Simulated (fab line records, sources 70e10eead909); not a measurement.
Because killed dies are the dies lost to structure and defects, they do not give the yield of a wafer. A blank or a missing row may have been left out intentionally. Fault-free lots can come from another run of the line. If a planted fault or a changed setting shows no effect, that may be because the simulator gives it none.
fab line records    flow nand-harc
[record] lots = 4  wafers = 12  last-day = 24
route steps=1159 shown A_CHANNEL_HOLE_D1@454 A_CHANNEL_FILL_D1@490 END@1159
lots that met no fault: taken from a fault-free run of the same line
start-h: the number of hours between the record's first day and the start of the first shown wafer of the lot    wait-h: hours from the lot's prior step to this one    " repeats the value in the row above    L1.1+2: several wafers, shown together as one row    - either no value or no given start    * or withheld: withheld    < > ~ a bound
route shown NAME@n: NAME is a module with steps in the file, n the number in the route of the first one    usual: mean and standard deviation over wafers with no fault    same: alike in all rows    chamber/n: place in a boat    sites: each site's reading    _std_site: the standard deviation of these    _edge_site: inner sites' mean taken away from outer sites' mean    radius-mm: how far each site lies from the wafer's centre    mask NAME#n: copy n    behind: tool/chamber where the wafer was last shaped    hold: why the lot went on hold/how many hours it stayed there/how the hold came to an end    device: names the non-switching transistor (n, p or np)    end of line: the route-end tests of the same wafers    for a step that has no rows: nothing shown but its recipe    killed: dies that structure and defects cost at the first sort, which is not the same as the wafer's yield    map: shows each die of a wafer: x if killed, . if not, _ if none is there
set.NAME: the run value of the setting; set.NAME@STEP: its run value at that earlier step    model.NAME: the simulator's own value behind a step, which no gauge read
lots seen at some steps along the route; tables by step, rows by wafer
services: when a tool's chamber went out of use (start-h, in hours from the record's first day, below 0 if earlier), for how many hours, and the reason
[[steps]]
[step NHARC_A_CHANNEL_HOLE_D1_COAT_36]
[recipe] temp-c = 260  time-s = 75
[step NHARC_A_CHANNEL_HOLE_D1_COAT_37]
[recipe] temp-c = 225  time-s = 65
[step NHARC_A_CHANNEL_HOLE_D1_COAT_04]
[recipe] spin-rpm = 1500  resist-thk-nm = 90
[step NHARC_A_CHANNEL_HOLE_D1_SOFTBAKE_05]
[recipe] temp-c = 105  time-s = 55
[step NHARC_A_CHANNEL_HOLE_D1_EBR_06]
[step NHARC_A_CHANNEL_HOLE_D1_EXPOSE_07]
[recipe] na = 1.35  target-cd-nm = 100  sigma-outer = 0.3  dose-mj = 59.65  mask-id = HOLE_D1
[step NHARC_A_CHANNEL_HOLE_D1_PEB_08]
[recipe] peb-temp-c = 100  peb-time-s = 65
[step NHARC_A_CHANNEL_HOLE_D1_DEVELOP_09]
[recipe] develop-time-s = 35  dev-temp-c = 23
[step NHARC_A_CHANNEL_HOLE_D1_DESCUM_15]
[recipe] time-s = 3  o2-flow-sccm = 200  ar-flow-sccm = 0  bias-power-w = 0  chemistry = O2
[step NHARC_A_CHANNEL_HOLE_D1_ETCH_38]
[recipe] target-depth-a = 390  over-etch-frac = 0.3  time-s = 65  ion-energy-ev = 80  cf4-flow-sccm = 150  ar-flow-sccm = 0  rf-w = 300  bias-w = 100  chemistry = CF4
[usual] drypump-motor-current-A = 5.85/0.25  mfc-ar-sccm = 0.020/0.016  oes-product-au = 1.000/0.0091  rf-vpp-V = 151.1/1.1  showerhead-plenum-p-Torr = 1.75/0.049  throttle-valve-pct = 13.285/0.01
lot.wafer  tool         chamber  start-h  wait-h  drypump-motor-current-A  mfc-ar-sccm  oes-product-au  rf-hours-counter-h  rf-vpp-V  showerhead-plenum-p-Torr  throttle-valve-pct
L419.2     rie-diel-10  2        216.72   0.1     5.86                     0            1.002           3                   151.3     1.74                      13.265
L419.4     "            3        "        "       6.17                     0            0.990           3                   151.3     1.73                      13.274
L419.5     "            1        "        "       5.34                     0.022        0.993           -                   150.8     1.69                      13.284
L423.3     rie-diel-10  2        248.25   0.1     5.83                     0            1.003           5                   150.5     1.74                      13.269
L423.1     "            0        "        "       5.88                     0.039        0.999           5                   153.9     1.81                      13.291
L423.6     "            0        "        "       5.88                     0.039        0.999           -                   151.3     1.81                      13.302
L422.2     rie-diel-10  2        261.59   0.1     5.85                     0            0.997           6                   151.4     1.74                      13.298
L422.4     "            3        "        "       6.16                     0            0.987           5                   149.6     1.73                      13.313
L422.6     "            1        "        "       5.33                     0.022        1.005           -                   149.2     1.69                      13.298
L433.4     rie-diel-02  3        303.54   0.1     5.91                     0.040        0.991           11                  150.5     1.70                      13.275
L433.2     "            1        "        "       6.02                     0.002        1.004           11                  150.4     1.74                      13.293
L433.6     "            3        "        "       5.93                     0.040        0.991           -                   150.1     1.70                      13.286
[step NHARC_A_CHANNEL_HOLE_D1_ETCH_39]
[recipe] target-depth-a = 2600  over-etch-frac = 0.3  time-s = 325  ion-energy-ev = 200  n2-flow-sccm = 150  h2-flow-sccm = 150  ar-flow-sccm = 0  rf-w = 400  bias-w = 150  chemistry = N2/H2
[step NHARC_A_CHANNEL_HOLE_D1_ETCH_34]
[recipe] target-depth-a = 1540  time-s = 77  cf4-flow-sccm = 100  chf3-flow-sccm = 30  ar-flow-sccm = 0  rf-w = 500  bias-w = 200  chemistry = CF4/CHF3
[step NHARC_A_CHANNEL_HOLE_D1_ETCH_16]
[recipe] target-depth-a = 31000  over-etch-frac = 0.3  time-s = 806  ion-energy-ev = 150  o2-flow-sccm = 400  cos-flow-sccm = 20  ar-flow-sccm = 0  rf-w = 500  bias-w = 300  chemistry = O2/COS
[step NHARC_A_CHANNEL_HOLE_D1_ETCH_19]
[recipe] bias-v = 1200  source-w = 2500  pressure-mtorr = 15  time-s = 34.5  ar-flow-sccm = 375  c4f8-flow-sccm = 28.8  o2-flow-sccm = 96.2  temp-c = -20  target-depth-a = *  chemistry = C4F8/O2/Ar
[step NHARC_A_CHANNEL_HOLE_D1_ETCH_20]
[recipe] bias-v = 3000  source-w = withheld  pressure-mtorr = 20  time-s = 361.9  ar-flow-sccm = 375  c4f8-flow-sccm = 89.3  o2-flow-sccm = 35.7  temp-c = -20  target-depth-a = 16000  chemistry = C4F8/O2/Ar
[step NHARC_A_CHANNEL_HOLE_D1_ETCH_21]
[recipe] bias-v = 3000  source-w = withheld  pressure-mtorr = 20  time-s = 514.3  ar-flow-sccm = 375  c4f8-flow-sccm = 89.3  o2-flow-sccm = 35.7  temp-c = -20  target-depth-a = 16000  chemistry = C4F8/O2/Ar
[step NHARC_A_CHANNEL_HOLE_D1_ETCH_22]
[recipe] bias-v = 3000  source-w = withheld  pressure-mtorr = 20  time-s = 666.7  ar-flow-sccm = 375  c4f8-flow-sccm = 89.3  o2-flow-sccm = 35.7  temp-c = -20  target-depth-a = 16000  chemistry = C4F8/O2/Ar
[step NHARC_A_CHANNEL_HOLE_D1_ETCH_23]
[recipe] bias-v = 5000  source-w = withheld  pressure-mtorr = 20  time-s = 819  ar-flow-sccm = 375  c4f8-flow-sccm = 89.3  o2-flow-sccm = 35.7  temp-c = -20  target-depth-a = 16000  chemistry = C4F8/O2/Ar
[step NHARC_A_CHANNEL_HOLE_D1_ETCH_24]
[recipe] bias-v = 5000  source-w = withheld  pressure-mtorr = 20  time-s = 906.2  ar-flow-sccm = 375  c4f8-flow-sccm = 93.8  o2-flow-sccm = 31.2  temp-c = -20  target-depth-a = 15000  chemistry = C4F8/O2/Ar
[step NHARC_A_CHANNEL_HOLE_D1_ETCH_25]
[recipe] bias-v = 5000  source-w = withheld  pressure-mtorr = 20  time-s = 1040.2  ar-flow-sccm = 375  c4f8-flow-sccm = 93.8  o2-flow-sccm = 31.2  temp-c = -20  target-depth-a = 15000  chemistry = C4F8/O2/Ar
[step NHARC_A_CHANNEL_HOLE_D1_ETCH_26]
[recipe] bias-v = 300  source-w = 2000  pressure-mtorr = 30  time-s = 224.1  ar-flow-sccm = 375  c4f8-flow-sccm = 11.4  o2-flow-sccm = 113.6  temp-c = -20  target-depth-a = 3000  chemistry = C4F8/O2/Ar
[step NHARC_A_CHANNEL_HOLE_D1_ETCH_33]
[recipe] bias-v = 400  source-w = 2000  pressure-mtorr = 25  time-s = 90  ar-flow-sccm = 375  c4f8-flow-sccm = 41.7  o2-flow-sccm = 83.3  temp-c = -20  target-depth-a = 4000  chemistry = C4F8/O2/Ar
[step NHARC_A_CHANNEL_HOLE_D1_STRIP_41]
[recipe] n2-flow-sccm = 150  h2-flow-sccm = 150  ar-flow-sccm = 0  bias-w = 0  chemistry = N2/H2
[step NHARC_A_CHANNEL_HOLE_D1_STRIP_42]
[recipe] cf4-flow-sccm = 100  chf3-flow-sccm = 30  ar-flow-sccm = 0  bias-w = 0  chemistry = CF4/CHF3
[step NHARC_A_CHANNEL_HOLE_D1_STRIP_43]
[recipe] o2-flow-sccm = 400  cos-flow-sccm = 20  ar-flow-sccm = 0  bias-w = 0  chemistry = O2/COS
[step NHARC_A_CHANNEL_HOLE_D1_ETCH_44]
[recipe] target-depth-a = 1400  overetch-a = 140  time-s = 77  ion-energy-ev = 100  cf4-flow-sccm = 80  o2-flow-sccm = 20  ar-flow-sccm = 0  rf-w = 300  bias-w = 100  chemistry = CF4/O2
[step NHARC_A_CHANNEL_HOLE_D1_STRIP_27]
[recipe] o2-flow-sccm = 500  ar-flow-sccm = 0  bias-w = 0  chemistry = O2
[step NHARC_A_CHANNEL_HOLE_D1_PRECLEAN_28]
[recipe] time-s = *  temp-c = 50  bath-age-min = 0  chemistry = SC1
[step NHARC_A_CHANNEL_HOLE_D1_SRD_29]
[step NHARC_A_CHANNEL_HOLE_D1_XSEM_31]
[recipe] landing-energy-ev = 35000
[step NHARC_A_CHANNEL_HOLE_D1_INSPECT_40]
[usual] raw-defect-count = 56/16
lot.wafer  tool               chamber  start-h  wait-h  raw-defect-count
L419.2     defect-inspect-02  -        224.12   -       59
L419.4     "                  -        "        "       71
L419.5     "                  -        "        "       44
L423.1     defect-inspect-02  -        255.22   -       303
L423.3     "                  -        "        "       285
L423.6     "                  -        "        "       336
L422.2     defect-inspect-01  -        268.40   -       297
L422.4     "                  -        "        "       320
L422.6     "                  -        "        "       319
L433.2     defect-inspect-01  -        310.52   -       63
L433.4     "                  -        "        "       44
L433.6     "                  -        "        "       56
[step NHARC_A_CHANNEL_FILL_D1_PRECLEAN_00]
[recipe] time-s = *  temp-c = 50  bath-age-min = 0  chemistry = SC1
[step NHARC_END_SORT_01]
[recipe] temp-c = 25
[usual] killed-at-array = 29/9.4  killed-at-periphery = 2.9/2.1  killed-dies = 32/9  killed-open = 3.3/1.8  killed-short = 1.9/1.4
[same] gross-dies = 677  killed-at-other = 0
lot.wafer  tool       chamber  start-h  wait-h  killed-at-array  killed-at-periphery  killed-dies  killed-open  killed-short
L419.2     prober-02  0        496.27   2.8     19               1                    20           2            1
L419.4     prober-02  0        497.85   3.4     22               2                    24           3            3
L419.5     prober-02  0        498.64   3.7     23               3                    26           3            1
L423.1     prober-02  0        511.84   2.5     115              2                    117          1            2
L423.3     prober-02  0        513.42   3.1     92               4                    96           3            4
L423.6     prober-02  0        515.79   4.0     96               2                    98           6            1
L422.2     prober-02  0        520.32   2.8     81               0                    81           1            1
L422.4     prober-02  0        521.92   3.4     101              2                    103          2            1
L422.6     prober-02  0        523.52   4.0     110              0                    110          3            1
// killed by level:class
L419.2 A_CHANNEL_HOLE_D1:chamber-film-flake=8 A_CONTACT:chamber-film-flake=6 P_CONTACT:geometric-particle:open=1 A_SGD_CUT:geometric-particle:short=1 A_M1:geometric-particle:open=1 A_ZERO_WELL:chamber-film-flake=1 A_CHANNEL_FILL_D1:chamber-film-flake=1 A_STAIRCASE:chamber-film-flake=1
L419.4 A_CHANNEL_HOLE_D1:chamber-film-flake=11 A_CONTACT:chamber-film-flake=3 A_ONON_D1:geometric-particle:open=2 A_STAIRCASE:chamber-film-flake=2 P_M0:geometric-particle:open=1 A_SOURCE_PLATE:geometric-particle:short=1 A_SGD_CUT:geometric-particle:short=1 A_WL_FILL:geometric-particle:short=1
L419.5 A_CHANNEL_HOLE_D1:chamber-film-flake=14 A_CONTACT:chamber-film-flake=5 A_CHANNEL_FILL_D1:geometric-particle:open=2 P_CONTACT:geometric-particle:open=1 P_CONTACT:geometric-particle:short=1 P_ZERO_WELL:chamber-film-flake=1 A_STAIRCASE:chamber-film-flake=1 A_SLIT:chamber-film-flake=1
L423.1 A_CHANNEL_HOLE_D1:unspecified=70 A_CHANNEL_HOLE_D1:chamber-film-flake=16 A_SLIT:chamber-film-flake=14 A_STAIRCASE:chamber-film-flake=8 A_CONTACT:chamber-film-flake=5 P_M0:geometric-particle:short=1 A_WL_FILL:geometric-particle:short=1 A_M1:geometric-particle:open=1
L423.3 A_CHANNEL_HOLE_D1:unspecified=45 A_SLIT:chamber-film-flake=21 A_CHANNEL_HOLE_D1:chamber-film-flake=8 A_STAIRCASE:chamber-film-flake=6 A_CONTACT:chamber-film-flake=6 P_M0:geometric-particle:open=1 A_ONON_D1:geometric-particle:short=1 A_CHANNEL_FILL_D1:geometric-particle:open=1
L423.6 A_CHANNEL_HOLE_D1:unspecified=67 A_SLIT:chamber-film-flake=10 A_CHANNEL_HOLE_D1:chamber-film-flake=9 A_ONON_D1:geometric-particle:open=3 A_STAIRCASE:chamber-film-flake=2 P_CONTACT:geometric-particle:open=1 A_SGD_CUT:geometric-particle:open=1 A_WL_FILL:geometric-particle:short=1
L422.2 A_CHANNEL_HOLE_D1:unspecified=48 A_CHANNEL_HOLE_D1:chamber-film-flake=17 A_SLIT:chamber-film-flake=12 A_CHANNEL_FILL_D1:chamber-film-flake=2 A_SOURCE_PLATE:geometric-particle:short=1 A_ONON_D1:geometric-particle:open=1
L422.4 A_CHANNEL_HOLE_D1:unspecified=71 A_SLIT:chamber-film-flake=14 A_CHANNEL_HOLE_D1:chamber-film-flake=10 A_CHANNEL_FILL_D1:chamber-film-flake=2 A_WL_FILL:chamber-film-flake=2 P_CONTACT:geometric-particle:open=1 P_M2:geometric-particle:open=1 A_WL_FILL:geometric-particle:short=1
L422.6 A_CHANNEL_HOLE_D1:unspecified=73 A_SLIT:chamber-film-flake=17 A_CHANNEL_HOLE_D1:chamber-film-flake=14 A_ONON_D1:geometric-particle:open=1 A_CHANNEL_FILL_D1:geometric-particle:open=1 A_SGD_CUT:geometric-particle:open=1 A_WL_FILL:geometric-particle:short=1 A_CHANNEL_FILL_D1:chamber-film-flake=1
// map L422.6 (x killed, . not)
____________.____________
_________......._________
_______..........._______
______.....x.......______
_____..............._____
____.................____
____.................____
___...................___
___......x............___
__..........x..........__
__.......xx......x.....__
_........x.............._
_.......xxx............._
_........xx............._
_.....x..x.............._
_.......xx.............._
.....xxxx................
.....x.x.x...........x...
....x.xx.....x.......x...
...xxxx...x..............
..xxxxxxxx...............
_.xxxxxx................_
_.xxxxxxxx.............._
_.xxxxxxx..............._
_.xxxxxx.....x.........._
_.xxxxxxx....xx........._
__.xxxxxxx..x.x........__
__..xx.x..x...x........__
___..xxx....xxxx......___
___.xxxxx..xx.........___
____...xx.....x......____
____.................____
_____..............._____
______.............______
_______..........._______
_________......._________
____________.____________
// map L423.1 (x killed, . not)
____________.____________
_________......._________
_______..........._______
______.............______
_____..............._____
____.................____
____........x........____
___...................___
___...xx..............___
__....x................__
__.....x...............__
_.....x................._
_......x................_
_......x................_
_.............x........._
_.....x..x..x.xx.x......_
...xx........xx.xx.......
....xx..xx..xxxxxx.....x.
.x...xxx...xxxxx.xxx.....
..x.x......xxxxxxxx......
.x...x.....xxxxxxxx......
_.........xxxxxxxx......_
_..........xxxxxxxx....._
_.........xxxxxxxxx....._
_..........x.xxxxxxx...._
_............xxx.xxx.x.._
__x..........x...x..x..__
__...........x....x....__
___...........x....x..___
___................xx.___
____...............x.____
____.................____
_____..............x_____
______.............______
_______.x........._______
_________......._________
____________.____________
[[services]]
tool         chamber  start-h  hours  kind
rie-diel-02  0        208.70   -      clean
rie-diel-02  1        208.70   -      clean
rie-diel-02  2        208.70   -      clean
rie-diel-02  3        208.70   -      clean
rie-diel-10  0        210.00   -      clean
rie-diel-10  1        210.00   -      clean
rie-diel-10  2        210.00   -      clean
rie-diel-10  3        210.00   -      clean
rie-diel-10  3        233.23   27.6   repair
rie-diel-10  0        234.50   -      clean
rie-diel-10  1        234.50   -      clean
rie-diel-10  2        234.50   -      clean
rie-diel-02  3        242.07   2.6    repair
rie-diel-10  1        251.93   5.6    repair
rie-diel-10  0        259.30   -      clean
rie-diel-10  1        259.30   -      clean
rie-diel-10  2        259.30   -      clean
rie-diel-10  1        269.48   8.4    repair
rie-diel-02  2        276.61   13.7   repair
rie-diel-10  0        283.80   -      clean
rie-diel-10  1        283.80   -      clean
rie-diel-10  2        283.80   -      clean
rie-diel-10  3        283.80   -      clean
rie-diel-02  0        285.70   17.1   repair
[[key]]
[first-sign] step = NHARC_A_CHANNEL_HOLE_D1_INSPECT_40  reading = raw-defect-count  direction = up  sigmas = 16  usual = 56  struck = 310
[effect] step = NHARC_END_SORT_01  reading = killed-dies  direction = up  sigmas = 7.6  usual = 32  struck = 101
[more-kills-born-at] NHARC_A_CHANNEL_HOLE_D1_ETCH_38@rie-diel-10 = 374
met-at NHARC_A_CHANNEL_HOLE_D1_ETCH_38
struck-wafers L422.2,L422.4,L422.6,L423.1,L423.3,L423.6
tester-left-out L422,L423
onset-between 216.72 248.25
[fault] kind = chamber-particle-source  tool = rie-diel-10  chamber = -  onset-h = 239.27  steps = NHARC_A_CHANNEL_HOLE_D1_ETCH_38  rate-per-visit-cm2 = 0.39957  end-h = 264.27
// tester-left-out: of these lots the tester's yield and bins aren't shown, on N5 and GAA mostly nor the transistor test; their killed dies are dies lost to structure and defects alone, not to doping, threshold or leakage, so they don't give the yield
